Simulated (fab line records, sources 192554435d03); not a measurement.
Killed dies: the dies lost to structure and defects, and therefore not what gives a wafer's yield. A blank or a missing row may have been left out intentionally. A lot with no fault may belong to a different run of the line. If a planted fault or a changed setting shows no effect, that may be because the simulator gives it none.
Matching of chambers	flow n5 finfet	4 sister chambers for N5_BEOL_M10_ALD_74 on ald metal-04
The step deposits TaN, target thk 2 nm, pulse time 2 s, purge time 3 s. 20 wafers are shown with their chamber, then 10 later ones without.

== WAFERS PAIRED WITH THEIR CHAMBERS ==
wafer	chamber	heater power w (W)
L076.1	3	431
L076.2	1	453
L076.6	3	422
L081.2	2	469
L081.3	3	424
L081.5	0	380
L082.2	0	387
L082.5	0	390
L082.6	3	429
L084.1	0	381
L084.3	2	464
L084.6	1	446
L085.1	2	471
L085.2	3	435
L085.6	3	424
L086.4	1	434
L086.5	2	470
L086.6	1	447
L091.1	2	463
L091.3	1	438

SIGNATURES, as means of the wafers listed above
reading	chamber 0	chamber 1	chamber 2	chamber 3	scatter within a chamber
heater power w	384.50	443.60	467.40	427.50	5.46
Rule: for each reading, subtract the chamber's mean from the wafer's reading, divide by that reading's scatter and square the result; add these up over the readings and take the root, which gives the wafer's distance from the chamber. The wafer belongs to the nearest chamber; if the next one is less than 2 further off, it can't be placed. The scatter: take each reading less its chamber's mean, square it, sum over the shown wafers, divide by the number of wafers less the number of chambers, and take the root.

== WAFERS WITH NO CHAMBER GIVEN ==
wafer	heater power w (W)
L091.4	437
L094.2	386
L094.5	468
L094.6	422
L095.1	433
L095.3	468
L095.4	377
L097.1	389
L097.2	473
L097.5	385

== EACH ONE'S CHAMBER ==
wafer	from the rows above	in truth
L091.4	can't be placed: 1 or 3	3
L094.2	0	0
L094.5	2	2
L094.6	3	3
L095.1	can't be placed: 3 or 1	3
L095.3	2	2
L095.4	0	0
L097.1	0	0
L097.2	2	2
L097.5	0	0
Placed correctly: 8 of 10. From these rows, 2 cannot be placed; in 2 the true chamber is one of the candidates. Placed wrongly: 0.
